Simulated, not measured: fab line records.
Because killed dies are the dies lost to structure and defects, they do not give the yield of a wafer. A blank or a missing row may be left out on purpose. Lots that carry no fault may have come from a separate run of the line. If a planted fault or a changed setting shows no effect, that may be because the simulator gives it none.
fab line records	flow n5_finfet
[record] lots = 24	wafers = 72	last_day = 18
route steps=1938 shown BEOL_M7@1330 BEOL_M8@1345
lots with no fault: from the same line, run without faults
start_h: hours from the record's first day to the start of the lot's first wafer shown	wait_h: time in hours since the lot's previous step	" unchanged from the row above	L1.1+2: a row that stands for several wafers	- value missing, or start not given	* or withheld: withheld	< > ~ a bound
route shown NAME@n: a module of which the file shows steps, and the number in the route of the first	usual: mean and standard deviation over wafers with no fault	same: alike in all rows	chamber/n: place in a boat	sites: each site's reading	_std_site: standard deviation of those values	_edge_site: outer sites' mean less inner sites'	radius_mm: for every site, how far away it sits from the centre of the wafer	mask NAME#n: copy n	behind: the last tool/chamber to shape the wafer	hold: reason for holding the lot/hours on hold/outcome of the hold	device: whichever transistor did not switch (one of n, p or np)	end of line: tests run on the same wafers once the route is complete	a step without rows: its recipe alone	killed: at the first sort, the dies lost to defects and structure; wafer yield is something else	map: the dies of a wafer, with x for killed, . for not killed, _ for no die there
set.NAME: the setting the step ran with; set.NAME@STEP: the setting that earlier step ran with	model.NAME: the simulator's own value behind a step, which no gauge read
the route's steps for a sample of lots (tables are steps, rows are wafers)
services: when a tool's chamber went out of use (start_h, in hours from the record's first day, below 0 if earlier), for how many hours, and the reason
[[steps]]
[step N5_BEOL_M7_RS_MEAS_57]
[recipe] thk_meas_gauge = four-point-probe	reads = Cu_of_BEOL_M7_ECD_50+Co_of_BEOL_M7_CVD_78+TaN_of_BEOL_M7_ALD_77
[usual] M7_RS = 0.284/0.0084
lot.wafer	tool	chamber	start_h	wait_h	M7_RS[ohm/sq]
L075.2	film_metro-02	-	215.48	0.1	0.287
L075.3	"	-	"	"	0.284
L075.5	"	-	"	"	0.284
L074.3	film_metro-01	-	223.80	0.1	0.285
L074.4	"	-	"	"	0.293
L074.5	"	-	"	"	0.290
L076.1	film_metro-01	-	225.49	0.1	0.274
L076.2	"	-	"	"	0.289
L076.4	"	-	"	"	0.269
L077.4	film_metro-02	-	228.21	0.0	0.281
L077.5	"	-	"	"	0.303
L077.6	"	-	"	"	0.295
L079.2	film_metro-01	-	238.96	0.1	0.296
L079.3	"	-	"	"	0.280
L079.4	"	-	"	"	0.282
L078.2	film_metro-01	-	239.21	0.1	0.285
L078.3	"	-	"	"	0.287
L078.6	"	-	"	"	0.278
L080.2	film_metro-02	-	239.25	0.1	0.285
L080.4	"	-	"	"	0.275
L080.5	"	-	"	"	0.295
L082.1	film_metro-01	-	242.33	0.1	0.275
L082.2	"	-	"	"	0.277
L082.6	"	-	"	"	0.270
L081.2	film_metro-01	-	247.83	0.1	0.273
L081.5	"	-	"	"	0.300
L081.6	"	-	"	"	0.269
L083.4	film_metro-01	-	258.91	0.0	0.284
L083.5	"	-	"	"	0.302
L083.6	"	-	"	"	0.285
L086.1	film_metro-02	-	287.30	0.1	0.273
L086.4	"	-	"	"	0.270
L086.6	"	-	"	"	0.284
L085.1	film_metro-02	-	287.79	0.1	0.295
L085.4	"	-	"	"	0.285
L085.5	"	-	"	"	0.288
L084.2	film_metro-02	-	287.84	0.1	0.288
L084.4	"	-	"	"	0.299
L084.6	"	-	"	"	0.286
L089.4	film_metro-01	-	295.17	0.0	0.287
L089.5	"	-	"	"	0.278
L089.6	"	-	"	"	0.282
L088.1	film_metro-01	-	295.32	0.1	0.272
L088.3	"	-	"	"	0.273
L088.4	"	-	"	"	0.284
L087.1	film_metro-01	-	295.59	0.1	0.285
L087.2	"	-	"	"	0.278
L087.3	"	-	"	"	0.283
L091.1	film_metro-01	-	300.27	0.1	0.287
L091.3	"	-	"	"	0.280
L091.6	"	-	"	"	0.296
L090.1	film_metro-01	-	307.69	0.1	0.282
L090.2	"	-	"	"	0.278
L090.3	"	-	"	"	0.286
L092.1	film_metro-02	-	309.49	0.1	0.284
L092.4	"	-	"	"	0.289
L092.5	"	-	"	"	0.267
L093.1	film_metro-02	-	315.02	0.1	0.293
L093.4	"	-	"	"	0.285
L093.6	"	-	"	"	0.276
L094.2	film_metro-01	-	336.62	0.1	0.279
L094.3	"	-	"	"	0.292
L094.6	"	-	"	"	0.276
L095.2	film_metro-02	-	342.13	0.1	0.293
L095.4	"	-	"	"	0.278
L095.5	"	-	"	"	0.276
L097.2	film_metro-01	-	347.42	0.1	0.288
L097.3	"	-	"	"	0.291
L097.5	"	-	"	"	0.282
L096.3	film_metro-01	-	349.24	0.1	0.278
L096.4	"	-	"	"	0.282
L096.6	"	-	"	"	0.272
[step N5_BEOL_M8_CD_MEAS_11]
[recipe] target_cd_nm = 38.5	landing_energy_ev = 500	detector = se_inlens	polarity = opening
[usual] cd_nm = 38.5/0.5
lot.wafer	tool	chamber	start_h	wait_h	cd_nm
L075.2	cd_sem-03	0	219.90	-	38.4
L075.3	"	0	"	"	38.4
L075.5	"	0	"	"	38.9
L074.3	cd_sem-02	0	226.78	-	39.1
L074.4	"	0	"	"	38.9
L074.5	"	0	"	"	38.1
L076.1	cd_sem-03	0	227.60	-	38.3
L076.2	"	0	"	"	38.4
L076.4	"	0	"	"	39.0
L077.4	cd_sem-02	0	229.87	-	38.0
L077.5	"	0	"	"	38.2
L077.6	"	0	"	"	37.7
L078.2	cd_sem-01	0	241.67	-	38.0
L078.3	"	0	"	"	38.3
L078.6	"	0	"	"	38.7
L080.2	cd_sem-02	0	241.71	-	37.4
L080.4	"	0	"	"	38.8
L080.5	"	0	"	"	37.9
L079.2	cd_sem-01	0	241.95	-	38.6
L079.3	"	0	"	"	39.2
L079.4	"	0	"	"	38.6
L082.1	cd_sem-01	0	244.57	-	38.6
L082.2	"	0	"	"	38.2
L082.6	"	0	"	"	38.3
L081.2	cd_sem-03	0	250.45	-	38.2
L081.5	"	0	"	"	38.3
L081.6	"	0	"	"	38.8
L083.4	cd_sem-02	0	263.35	-	38.3
L083.5	"	0	"	"	38.1
L083.6	"	0	"	"	38.9
L086.1	cd_sem-01	0	289.46	-	38.9
L086.4	"	0	"	"	39.0
L086.6	"	0	"	"	38.5
L085.1	cd_sem-02	0	289.63	-	38.2
L085.4	"	0	"	"	37.5
L085.5	"	0	"	"	38.8
L084.2	cd_sem-03	0	289.80	-	38.9
L084.4	"	0	"	"	38.5
L084.6	"	0	"	"	38.0
L089.4	cd_sem-02	0	297.90	-	38.6
L089.5	"	0	"	"	38.7
L089.6	"	0	"	"	38.6
L088.1	cd_sem-02	0	298.06	-	39.3
L088.3	"	0	"	"	39.5
L088.4	"	0	"	"	38.9
L087.1	cd_sem-03	0	298.35	-	39.0
L087.2	"	0	"	"	38.7
L087.3	"	0	"	"	38.2
L091.1	cd_sem-01	0	302.38	-	39.6
L091.3	"	0	"	"	39.4
L091.6	"	0	"	"	38.4
L090.1	cd_sem-03	0	310.26	-	38.3
L090.2	"	0	"	"	39.1
L090.3	"	0	"	"	39.4
L092.1	cd_sem-01	0	312.01	-	37.8
L092.4	"	0	"	"	38.8
L092.5	"	0	"	"	38.0
L093.1	cd_sem-02	0	317.00	-	38.5
L093.4	"	0	"	"	39.2
L093.6	"	0	"	"	38.5
L094.2	cd_sem-01	0	338.20	-	38.1
L094.3	"	0	"	"	38.1
L094.6	"	0	"	"	38.5
L095.2	cd_sem-02	0	345.30	-	38.1
L095.4	"	0	"	"	38.5
L095.5	"	0	"	"	38.2
L097.2	cd_sem-02	0	349.35	-	39.0
L097.3	"	0	"	"	38.7
L097.5	"	0	"	"	38.4
L096.3	cd_sem-03	0	355.39	-	38.4
L096.4	"	0	"	"	38.5
L096.6	"	0	"	"	38.0
[step N5_BEOL_M8_DESCUM_16]
[recipe] chemistry = O2	time_s = 7.9	source_power_w = 50	bias_power_w = 20	pressure_mtorr = 20	rf_frequency_hz = 2.712e+07	temp_c = 40	resist = CAR-ArF	o2_flow_sccm = 225
[usual] drypump_motor_current_A = 5.6/0.4	oes_product_au = 0.83/0.066	rf_vpp_V = 243.3/1.2	showerhead_plenum_p_Torr = 2.11/0.054	throttle_valve_pct = 20.45/0.17
lot.wafer	tool	chamber	start_h	wait_h	drypump_motor_current_A	oes_product_au	rf_hours_counter_h	rf_vpp_V	showerhead_plenum_p_Torr	throttle_valve_pct
L075.2	rie_diel-05	3	219.99	0.0	6.3	0.94	4	244.1	2.13	20.22
L075.3	"	0	"	"	5.8	0.78	112	243.2	2.11	20.14
L075.5	"	3	"	"	6.2	0.94	-	246.1	2.13	20.21
L074.3	rie_diel-05	0	226.90	0.1	5.7	0.79	114	244.6	2.11	20.15
L074.4	"	3	"	"	6.3	0.93	6	244.7	2.13	20.22
L074.5	"	3	"	"	6.3	0.93	-	243.6	2.13	20.22
L076.1	rie_diel-05	1	227.69	0.0	5.9	0.88	54	241.9	2.03	20.48
L076.2	"	3	"	"	6.3	0.94	6	244.1	2.13	20.23
L076.4	"	2	"	"	5.8	0.85	65	241.9	2.04	20.64
L077.4	rie_diel-01	3	230.17	0.2	5.6	0.67	241	244.4	2.16	20.72
L077.5	"	0	"	"	5.4	0.83	-	241.9	2.14	20.45
L077.6	"	1	"	"	6.1	0.82	-	244.0	2.11	20.49
L078.2	rie_diel-01	0	242.05	0.3	5.4	0.83	86	243.4	2.14	20.46
L078.3	"	1	"	"	6.1	0.82	103	243.5	2.11	20.52
L078.6	"	3	"	"	5.6	0.67	-	244.3	2.16	20.72
L080.2	rie_diel-06	0	242.33	0.6	5.3	0.72	183	243.6	2.08	20.68
L080.4	"	1	"	"	6.1	0.69	-	241.4	1.96	20.43
L080.5	"	2	"	"	5.3	0.82	-	245.9	2.21	20.30
L079.2	rie_diel-01	2	242.63	0.6	4.9	0.88	50	244.0	2.15	20.39
L079.3	"	3	"	"	5.6	0.68	246	245.1	2.16	20.74
L079.4	"	1	"	"	6.1	0.81	103	243.2	2.11	20.52
L082.1	rie_diel-05	2	245.46	0.8	5.8	0.83	71	240.4	2.04	20.65
L082.2	"	1	"	"	5.9	0.87	59	242.1	2.02	20.48
L082.6	"	3	"	"	6.3	0.90	-	243.8	2.13	20.24
L081.2	rie_diel-05	2	250.53	0.0	5.8	0.83	72	242.8	2.04	20.65
L081.5	"	1	"	"	5.9	0.88	-	241.4	2.02	20.49
L081.6	"	0	"	"	5.8	0.78	-	243.2	2.11	20.15
L083.4	rie_diel-05	3	263.85	0.4	6.3	0.89	17	244.2	2.12	20.22
L083.5	"	3	"	"	6.3	0.90	-	244.6	2.12	20.24
L083.6	"	2	"	"	5.8	0.82	-	242.9	2.04	20.65
L086.1	rie_diel-06	2	289.57	0.1	5.3	0.81	92	243.7	2.20	20.32
L086.4	"	0	"	"	5.3	0.72	-	243.4	2.08	20.70
L086.6	"	2	"	"	5.2	0.82	-	243.1	2.20	20.32
L085.1	rie_diel-05	1	289.72	0.0	5.8	0.85	74	241.0	2.02	20.51
L085.4	"	0	"	"	5.7	0.76	134	243.5	2.11	20.19
L085.5	"	1	"	"	5.9	0.87	-	241.7	2.02	20.50
L084.2	rie_diel-06	0	289.89	0.0	5.3	0.72	200	242.1	2.08	20.68
L084.4	"	2	"	"	5.3	0.82	-	245.3	2.20	20.32
L084.6	"	0	"	"	5.4	0.72	-	242.9	2.08	20.70
L089.4	rie_diel-05	1	298.00	0.0	5.9	0.84	75	241.7	2.02	20.50
L089.5	"	1	"	"	5.9	0.84	-	241.8	2.02	20.50
L089.6	"	0	"	"	5.7	0.75	-	242.7	2.10	20.18
L088.1	rie_diel-06	3	298.15	0.0	5.1	0.89	31	243.5	2.15	20.48
L088.3	"	0	"	"	5.3	0.71	203	242.7	2.08	20.70
L088.4	"	3	"	"	5.1	0.89	-	243.9	2.15	20.50
L087.1	rie_diel-01	0	298.99	0.6	5.4	0.80	109	242.3	2.13	20.49
L087.2	"	3	"	"	5.6	0.97	3	242.2	2.15	20.43
L087.3	"	2	"	"	4.9	0.84	72	243.5	2.14	20.41
L091.1	rie_diel-01	3	303.21	0.8	5.6	0.95	5	243.3	2.15	20.41
L091.3	"	2	"	"	4.9	0.84	74	243.2	2.14	20.41
L091.6	"	2	"	"	4.9	0.84	-	242.4	2.14	20.43
L090.1	rie_diel-06	3	310.34	0.0	5.1	0.88	38	245.4	2.15	20.51
L090.2	"	2	"	"	5.3	0.80	102	244.5	2.20	20.34
L090.3	"	1	"	"	6.2	0.99	1	245.2	2.22	20.10
L092.1	rie_diel-01	2	312.28	0.2	4.9	0.85	78	242.5	2.14	20.41
L092.4	"	3	"	"	5.6	0.94	9	245.2	2.15	20.44
L092.5	"	1	"	"	6.1	0.79	-	243.6	2.10	20.55
L093.1	rie_diel-01	1	317.09	0.0	6.1	0.78	132	244.1	2.10	20.57
L093.4	"	2	"	"	4.9	0.84	80	243.8	2.14	20.42
L093.6	"	3	"	"	5.6	0.94	-	243.7	2.15	20.43
L094.2	rie_diel-01	1	338.33	0.1	6.1	0.78	141	243.8	2.10	20.57
L094.3	"	0	"	"	5.4	0.78	122	242.4	2.12	20.52
L094.6	"	1	"	"	6.1	0.78	-	242.4	2.10	20.59
L095.2	rie_diel-01	1	345.43	0.1	6.1	0.78	144	242.0	2.10	20.57
L095.4	"	2	"	"	4.9	0.83	91	244.3	2.14	20.42
L095.5	"	0	"	"	5.4	0.79	-	243.6	2.12	20.51
L097.2	rie_diel-05	3	349.53	0.1	6.2	0.84	47	243.9	2.11	20.29
L097.3	"	0	"	"	5.8	0.75	155	243.7	2.10	20.21
L097.5	"	2	"	"	5.8	0.80	-	241.5	2.03	20.72
L096.3	rie_diel-05	1	355.60	0.2	5.9	0.82	95	241.1	2.01	20.54
L096.4	"	1	"	"	5.9	0.82	-	241.3	2.01	20.53
L096.6	"	2	"	"	5.8	0.80	-	240.8	2.03	20.72
[step N5_BEOL_M8_INSPECT_30]
[recipe] mode = adi	inspect_instrument = brightfield
[usual] raw_defect_count = 422/97
lot.wafer	tool	chamber	start_h	wait_h	raw_defect_count
L075.2	defect_inspect-01	-	222.09	0.0	463
L075.3	"	-	"	"	494
L075.5	"	-	"	"	438
L074.3	defect_inspect-02	-	228.34	0.0	534
L074.4	"	-	"	"	601
L074.5	"	-	"	"	518
L076.1	defect_inspect-01	-	228.66	0.1	308
L076.2	"	-	"	"	272
L076.4	"	-	"	"	400
L077.4	defect_inspect-01	-	231.48	0.0	324
L077.5	"	-	"	"	723
L077.6	"	-	"	"	528
L079.2	defect_inspect-01	-	243.79	0.0	428
L079.3	"	-	"	"	355
L079.4	"	-	"	"	419
L080.2	defect_inspect-02	-	243.84	0.0	564
L080.4	"	-	"	"	488
L080.5	"	-	"	"	552
L078.2	defect_inspect-02	-	243.88	0.0	377
L078.3	"	-	"	"	411
L078.6	"	-	"	"	261
L082.1	defect_inspect-01	-	246.32	0.1	356
L082.2	"	-	"	"	415
L082.6	"	-	"	"	469
L081.2	defect_inspect-01	-	254.24	0.0	390
L081.5	"	-	"	"	417
L081.6	"	-	"	"	288
L083.4	defect_inspect-01	-	270.57	0.0	438
L083.5	"	-	"	"	400
L083.6	"	-	"	"	480
L084.2	defect_inspect-01	-	291.70	0.0	352
L084.4	"	-	"	"	378
L084.6	"	-	"	"	331
L086.1	defect_inspect-02	-	291.74	0.1	395
L086.4	"	-	"	"	340
L086.6	"	-	"	"	312
L085.1	defect_inspect-01	-	291.91	0.1	399
L085.4	"	-	"	"	327
L085.5	"	-	"	"	459
L089.4	defect_inspect-01	-	299.00	0.0	470
L089.5	"	-	"	"	477
L089.6	"	-	"	"	538
L088.1	defect_inspect-01	-	299.23	0.1	310
L088.3	"	-	"	"	436
L088.4	"	-	"	"	321
L087.1	defect_inspect-02	-	301.30	0.1	271
L087.2	"	-	"	"	362
L087.3	"	-	"	"	385
L091.1	defect_inspect-01	-	305.03	0.1	440
L091.3	"	-	"	"	418
L091.6	"	-	"	"	477
L090.1	defect_inspect-01	-	311.75	0.1	389
L090.2	"	-	"	"	255
L090.3	"	-	"	"	309
L092.1	defect_inspect-01	-	314.29	0.1	354
L092.4	"	-	"	"	369
L092.5	"	-	"	"	600
L093.1	defect_inspect-01	-	318.41	0.1	468
L093.4	"	-	"	"	395
L093.6	"	-	"	"	430
L094.2	defect_inspect-01	-	339.84	0.0	451
L094.3	"	-	"	"	562
L094.6	"	-	"	"	513
L095.2	defect_inspect-02	-	346.95	0.0	405
L095.4	"	-	"	"	356
L095.5	"	-	"	"	473
L097.2	defect_inspect-01	-	354.74	0.0	322
L097.3	"	-	"	"	449
L097.5	"	-	"	"	525
L096.3	defect_inspect-02	-	356.60	0.0	380
L096.4	"	-	"	"	339
L096.6	"	-	"	"	273
[step N5_BEOL_M8_DEGAS_44]
[recipe] ambient = vacuum	temp_c = 250	time_s = 60
[usual] heater_power_w = 317/22
lot.wafer	tool	chamber	start_h	wait_h	heater_power_w
L075.2	pvd_sputter-02	-	223.16	0.3	284
L075.3	"	-	"	"	303
L075.5	"	-	"	"	300
L074.3	pvd_sputter-02	-	229.66	0.4	300
L074.4	"	-	"	"	355
L074.5	"	-	"	"	308
L076.1	pvd_sputter-01	-	229.72	0.3	305
L076.2	"	-	"	"	333
L076.4	"	-	"	"	305
L077.4	pvd_sputter-01	-	232.76	0.4	304
L077.5	"	-	"	"	333
L077.6	"	-	"	"	305
L079.2	pvd_sputter-01	-	246.00	1.1	337
L079.3	"	-	"	"	306
L079.4	"	-	"	"	305
L080.2	pvd_sputter-01	-	246.32	1.0	302
L080.4	"	-	"	"	339
L080.5	"	-	"	"	337
L078.2	pvd_sputter-01	-	246.58	1.2	339
L078.3	"	-	"	"	297
L078.6	"	-	"	"	343
L082.1	pvd_sputter-01	-	247.29	0.3	305
L082.2	"	-	"	"	335
L082.6	"	-	"	"	296
L081.2	pvd_sputter-03	-	255.44	0.3	322
L081.5	"	-	"	"	317
L081.6	"	-	"	"	341
L083.4	pvd_sputter-03	-	273.21	1.8	297
L083.5	"	-	"	"	315
L083.6	"	-	"	"	329
L084.2	pvd_sputter-01	-	292.89	0.4	308
L084.4	"	-	"	"	335
L084.6	"	-	"	"	302
L086.1	pvd_sputter-03	-	292.96	0.5	286
L086.4	"	-	"	"	314
L086.6	"	-	"	"	336
L085.1	pvd_sputter-01	-	293.23	0.4	293
L085.4	"	-	"	"	327
L085.5	"	-	"	"	328
L089.4	pvd_sputter-01	-	301.43	1.1	339
L089.5	"	-	"	"	302
L089.6	"	-	"	"	344
L088.1	pvd_sputter-02	-	301.56	0.9	285
L088.3	"	-	"	"	309
L088.4	"	-	"	"	349
L087.1	pvd_sputter-02	-	302.48	0.5	298
L087.2	"	-	"	"	283
L087.3	"	-	"	"	310
L091.1	pvd_sputter-01	-	306.04	0.3	342
L091.3	"	-	"	"	337
L091.6	"	-	"	"	339
L090.1	pvd_sputter-01	-	313.18	0.3	300
L090.2	"	-	"	"	297
L090.3	"	-	"	"	337
L092.1	pvd_sputter-03	-	315.41	0.4	329
L092.4	"	-	"	"	284
L092.5	"	-	"	"	341
L093.1	pvd_sputter-02	-	319.66	0.5	344
L093.4	"	-	"	"	306
L093.6	"	-	"	"	347
L094.2	pvd_sputter-02	-	341.10	0.5	302
L094.3	"	-	"	"	299
L094.6	"	-	"	"	304
L095.2	pvd_sputter-02	-	348.53	0.8	353
L095.4	"	-	"	"	299
L095.5	"	-	"	"	304
L097.2	pvd_sputter-02	-	356.07	0.6	349
L097.3	"	-	"	"	296
L097.5	"	-	"	"	350
L096.3	pvd_sputter-01	-	357.87	0.5	305
L096.4	"	-	"	"	339
L096.6	"	-	"	"	302
[step N5_BEOL_M8_CMP_52]
[recipe] stop_on = SiCOH_lowk	t_overpolish_s = 6.9	down_force_psi = 1	platen_rpm = 50	clearing_platen_down_force_psi = 1.5	clearing_platen_rpm = 50	post_cmp_clean = cu_alkaline	target_thk_nm = 80	clearing_platen_pad_velocity_m_s = 0.99484	pad_velocity_m_s = 0.99484
[usual] barrier_field_endpoint_s = 29.1/0.88	motor_current_A = 5.7/0.54	overpolish_run_s = 6.901/0.009	time_to_endpoint_s = 63/3.9
lot.wafer	tool	chamber	start_h	wait_h	barrier_field_endpoint_s	motor_current_A	overpolish_run_s	time_to_endpoint_s
L075.3	cmp-04	1	225.23	0.3	28.6	6.6	6.900	62
L075.2	"	2	"	"	27.0	5.3	6.892	58
L075.5	"	3	"	"	29.8	5.8	6.913	62
L074.4	cmp-04	0	230.95	0.2	28.9	6.1	6.905	60
L074.3	"	2	"	"	27.8	5.7	6.907	60
L074.5	"	3	"	"	29.4	6.2	6.902	65
L076.2	cmp-04	1	231.20	0.2	29.4	6.7	6.907	67
L076.1	"	3	"	"	28.3	6.0	6.893	67
L076.4	"	0	"	"	28.3	5.8	6.908	61
L077.4	cmp-04	2	234.75	0.1	29.8	5.5	6.900	60
L077.5	"	2	"	"	29.5	5.6	6.914	60
L077.6	"	3	"	"	30.0	5.8	6.895	62
L079.3	cmp-04	0	247.79	0.2	28.1	5.6	6.896	60
L079.2	"	1	"	"	29.7	6.3	6.910	67
L079.4	"	2	"	"	28.4	5.1	6.900	62
L080.2	cmp-03	0	248.83	0.3	29.0	5.6	6.910	61
L080.4	"	1	"	"	29.4	5.3	6.909	65
L080.5	"	3	"	"	29.6	6.1	6.907	62
L078.2	cmp-03	3	249.03	0.2	28.4	6.2	6.889	67
L078.3	"	0	"	"	29.2	5.9	6.917	63
L078.6	"	0	"	"	29.9	5.7	6.903	67
L082.2	cmp-02	1	249.33	0.2	30.1	5.6	6.914	67
L082.1	"	3	"	"	30.5	5.5	6.890	68
L082.6	"	0	"	"	30.7	6.0	6.879	67
L081.2	cmp-02	2	256.95	0.3	28.7	4.6	6.909	65
L081.5	"	0	"	"	30.0	6.1	6.902	65
L081.6	"	1	"	"	29.7	5.6	6.904	65
L083.4	cmp-02	2	275.07	0.5	29.9	4.8	6.897	63
L083.6	"	1	"	"	28.7	5.1	6.906	63
L083.5	"	2	"	"	28.7	4.8	6.894	65
L084.2	cmp-02	3	294.24	0.2	31.1	5.5	6.914	73
L084.4	"	0	"	"	29.6	6.1	6.903	66
L084.6	"	2	"	"	29.9	4.3	6.896	64
L086.4	cmp-02	1	294.51	0.2	29.6	5.2	6.914	67
L086.1	"	2	"	"	29.7	4.8	6.903	65
L086.6	"	0	"	"	29.9	5.8	6.896	64
L085.1	cmp-03	1	295.01	0.3	29.1	5.1	6.909	64
L085.4	"	2	"	"	27.9	5.4	6.898	55
L085.5	"	1	"	"	29.5	5.1	6.910	65
L089.4	cmp-02	3	302.58	0.2	29.9	5.5	6.896	70
L089.6	"	2	"	"	29.6	4.6	6.899	65
L089.5	"	3	"	"	30.6	5.9	6.894	71
L088.4	cmp-02	0	302.90	0.1	28.9	5.9	6.899	63
L088.3	"	2	"	"	29.6	4.4	6.884	66
L088.1	"	3	"	"	30.4	5.4	6.909	71
L087.2	cmp-02	0	304.99	0.2	28.6	6.3	6.895	63
L087.1	"	2	"	"	30.4	4.7	6.904	65
L087.3	"	3	"	"	29.7	5.2	6.895	70
L091.3	cmp-04	1	308.89	0.2	29.3	7.1	6.908	66
L091.1	"	0	"	"	28.8	5.8	6.911	62
L091.6	"	2	"	"	29.2	5.2	6.898	63
L090.2	cmp-03	2	314.73	0.3	27.6	5.3	6.894	56
L090.3	"	3	"	"	28.2	6.3	6.894	60
L090.1	"	0	"	"	27.4	5.5	6.906	59
L092.4	cmp-03	3	316.89	0.2	29.2	6.4	6.898	63
L092.1	"	1	"	"	30.0	5.5	6.905	66
L092.5	"	3	"	"	29.3	6.4	6.892	60
L093.4	cmp-04	1	321.08	0.1	29.5	6.4	6.895	62
L093.1	"	3	"	"	29.4	6.0	6.898	62
L093.6	"	2	"	"	28.3	5.4	6.896	59
L094.3	cmp-02	0	342.44	0.2	28.6	5.9	6.891	64
L094.2	"	2	"	"	28.3	4.6	6.895	65
L094.6	"	0	"	"	29.0	5.9	6.897	67
L095.2	cmp-03	1	349.85	0.3	29.0	5.5	6.905	63
L095.4	"	2	"	"	28.6	5.3	6.906	57
L095.5	"	3	"	"	29.3	6.7	6.890	61
L097.2	cmp-04	2	357.95	0.2	28.3	5.4	6.909	58
L097.3	"	1	"	"	29.2	6.7	6.904	66
L097.5	"	3	"	"	30.3	6.3	6.906	63
L096.4	cmp-03	0	359.59	0.2	27.6	5.5	6.886	56
L096.3	"	1	"	"	28.6	5.2	6.905	64
L096.6	"	3	"	"	28.2	6.7	6.895	58
[[services]]
tool	chamber	start_h	hours	kind
cmp-03	-	200.43	2.5	repair
cmp-02	-	201.77	6.7	pm
cmp-02	-	209.12	0.2	repair
rie_diel-06	3	225.92	16.6	repair
cmp-03	-	233.02	4.0	pm
cmp-03	-	237.02	-	consumable_replace:conditioner
cmp-03	-	237.02	-	consumable_replace:pad
cmp-04	-	257.55	19.6	repair
rie_diel-01	3	263.49	2.6	repair
rie_diel-01	3	266.36	-	clean
rie_diel-01	3	266.36	-	consumable_replace:focus_ring
rie_diel-01	3	266.36	24.7	scheduled_down
rie_diel-01	3	266.36	24.7	vent_cycle
rie_diel-05	-	290.15	2.6	repair
cmp-04	-	293.90	0.8	repair
rie_diel-06	0	300.58	5.8	repair
cmp-02	-	313.84	4.0	pm
cmp-02	-	317.84	-	consumable_replace:conditioner
cmp-02	-	317.84	-	consumable_replace:pad
cmp-04	-	326.72	2.6	repair
cmp-03	-	338.55	9.7	repair
rie_diel-06	-	348.84	2.8	pm
rie_diel-05	0	350.53	25.4	repair
cmp-04	-	351.12	0.3	repair
[[key]]
fault none
